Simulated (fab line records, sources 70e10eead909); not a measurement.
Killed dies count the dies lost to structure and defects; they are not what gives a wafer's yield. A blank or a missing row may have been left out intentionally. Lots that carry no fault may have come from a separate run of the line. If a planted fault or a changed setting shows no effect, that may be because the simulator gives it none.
Matching of chambers | flow nand-harc | NHARC_A_STAIRCASE_DEP_417 on pecvd-01 has 3 sister chambers
The step deposits Si3N4, target thk 60 nm. 14 wafers are shown with their chamber, then 7 later ones without.

EACH WAFER AND ITS CHAMBER
wafer  | chamber | heater-power-w (W) | rf-fwd-power-W (W)
L082.2 | 2       | 704                | 448.3
L082.5 | 0       | 645                | 448.4
L082.6 | 2       | 717                | 447.4
L081.1 | 2       | 767                | 445.9
L081.2 | 0       | 615                | 448.4
L081.4 | 2       | 769                | 447.8
L084.3 | 2       | 725                | 448.7
L084.4 | 1       | 889                | 447.3
L084.5 | 2       | 730                | 450.6
L085.2 | 1       | 854                | 451.0
L085.3 | 2       | 641                | 448.2
L085.6 | 2       | 648                | 447.6
L087.1 | 2       | 782                | 449.7
L087.5 | 2       | 788                | 449.4

SIGNATURES (means of the wafers above)
reading        | chamber 0 | chamber 1 | chamber 2 | scatter within a chamber
heater-power-w | 630.00    | 871.50    | 727.10    | 48.1
rf-fwd-power-W | 448.400   | 449.150   | 448.360   | 1.44
Rule: distance of a wafer from a chamber = root of the sum over the readings of ((wafer's reading minus chamber's mean) / reading's scatter) squared. If the next closest chamber is less than 2 further off than the closest, the wafer can't be placed; otherwise it belongs to the closest. The scatter: take each reading less its chamber's mean, square it, sum over the shown wafers, divide by the number of wafers less the number of chambers, and take the root.

WAFERS WITHOUT THEIR CHAMBER
wafer  | heater-power-w (W) | rf-fwd-power-W (W)
L087.6 | 695                | 448.3
L092.4 | 684                | 447.3
L092.5 | 704                | 448.4
L092.6 | 758                | 449.6
L097.1 | 706                | 449.7
L097.4 | 715                | 451.4
L097.5 | 849                | 449.7

EACH ONE'S CHAMBER
wafer  | from the rows above          | in truth
L087.6 | can't be placed: 2 or 0      | 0
L092.4 | can't be placed: 2 or 0      | 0
L092.5 | can't be placed: 2 or 0      | 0
L092.6 | can't be placed: 2 or 1 or 0 | 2
L097.1 | can't be placed: 2 or 0      | 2
L097.4 | can't be placed: 2 or 0 or 1 | 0
L097.5 | 1                            | 1
Correctly placed: 1 of 7. Cannot be placed on the basis of these rows: 6; the candidates contain the true chamber in 6. Number placed wrongly: 0.
